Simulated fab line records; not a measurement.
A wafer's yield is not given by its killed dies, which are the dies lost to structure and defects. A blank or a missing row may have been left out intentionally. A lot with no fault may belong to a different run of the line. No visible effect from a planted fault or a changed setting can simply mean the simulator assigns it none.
A lot that was struck, set against a sound lot || flow n5 finfet || 13 steps out of a route of 1938
Sound: wafers L817.1, L817.2, L817.4. Struck: wafer L825.3. (L825.1, L825.6 of the same lot were not struck and are left out.) The cause comes at the end.
Per side, at each step with rows, come the tool, then ch with its chambers, and then its first start. Under that, the readings that differ: sound wafers || struck wafers || difference of the means || sigmas: that difference in standard deviations of wafers without a fault.
alike: same words and numbers on both sides, and readings whose means sit less than 2 such deviations apart. not compared: any withheld reading, any reading some wafer has no value for, any bound like >300 that may hide the same value, and any number with overlapping values for which the record gives no deviation.
Wherever a step has rows on one side only, a row that says differs or no value, or a row with sigmas, the two part there. Numbers that don't overlap but have no deviation are shown without sigmas and don't part them. A reading missing from all wafers of one side parts the sides only when that side holds two or more wafers.

N5_BEOL_M15_STRIP_36: strips in O2.
  sound on rie diel-02 ch 1,2,3, day 15 14:17; struck on rie diel-03 ch 1, day 16 19:06
{"reading": "rf hours counter h (h)", "sound": "228 209 110", "struck": 229, "difference": "+47", "sigmas": ""}
  alike: drypump motor current A, oes product au, rf vpp V, showerhead plenum p Torr, throttle valve pct
then, 2 steps without rows for these wafers: N5_BEOL_M15_STRIP_62 (strips in O2); N5_BEOL_M15_STRIP_37 (strips in O2).
N5_BEOL_M15_ETCH_38: etches SiCN in CF4/N2, target depth 106.4 nm, time 120.5 s.
  sound on rie diel-02 ch 1,2,3; struck on rie diel-03 ch 1
{"reading": "rf hours counter h (h)", "sound": "228 209 110", "struck": 229, "difference": "+47", "sigmas": ""}
  alike: drypump motor current A, oes product au, rf vpp V, showerhead plenum p Torr, throttle valve pct
then, 2 steps without rows for these wafers: N5_BEOL_M15_PRECLEAN_39 (cleans in residue remover, time 60 s); N5_BEOL_M15_SRD_40 (time 30 s, dry time 30 s).
N5_BEOL_M15_DEGAS_41: time 60 s.
  sound on pvd sputter-01, day 15 14:43; struck on pvd sputter-03, day 16 19:34
  alike: heater power w
N5_BEOL_M15_PRE_CLEAN_42: time 30 s.
  sound on pvd sputter-01, day 15 14:45; struck on pvd sputter-03, day 16 19:37
  alike: heater power w
then, 3 steps without rows for these wafers: N5_BEOL_M15_SPUTTER_43 (material TaN, target thk 15 nm, time 24.19 s); N5_BEOL_M15_SPUTTER_44 (material Ta, target thk 15 nm, time 24.19 s); N5_BEOL_M15_SPUTTER_45 (material Cu, target thk 100 nm, time 16.67 s).
N5_BEOL_M15_ECD_47: material Cu, target thk 1860 nm.
  sound on ecd cu-02 ch 0,1, day 15 15:04; struck on ecd cu-01 ch 1, day 16 19:55
{"reading": "model.Cu_of_BEOL_M15_ECD_47.thk nm (nm)", "sound": "1848 1848 1854", "struck": 2929, "difference": "+1079", "sigmas": ""}
N5_BEOL_M15_ANNEAL_48: time 90 s.
  sound on rtp anneal-02 ch 0, day 15 15:19; struck on rtp anneal-02 ch 0, day 16 20:46
  alike: wafer_temp_C_max

WHERE THEY PART
Nowhere in this record.

WHY: the cause the simulator had injected
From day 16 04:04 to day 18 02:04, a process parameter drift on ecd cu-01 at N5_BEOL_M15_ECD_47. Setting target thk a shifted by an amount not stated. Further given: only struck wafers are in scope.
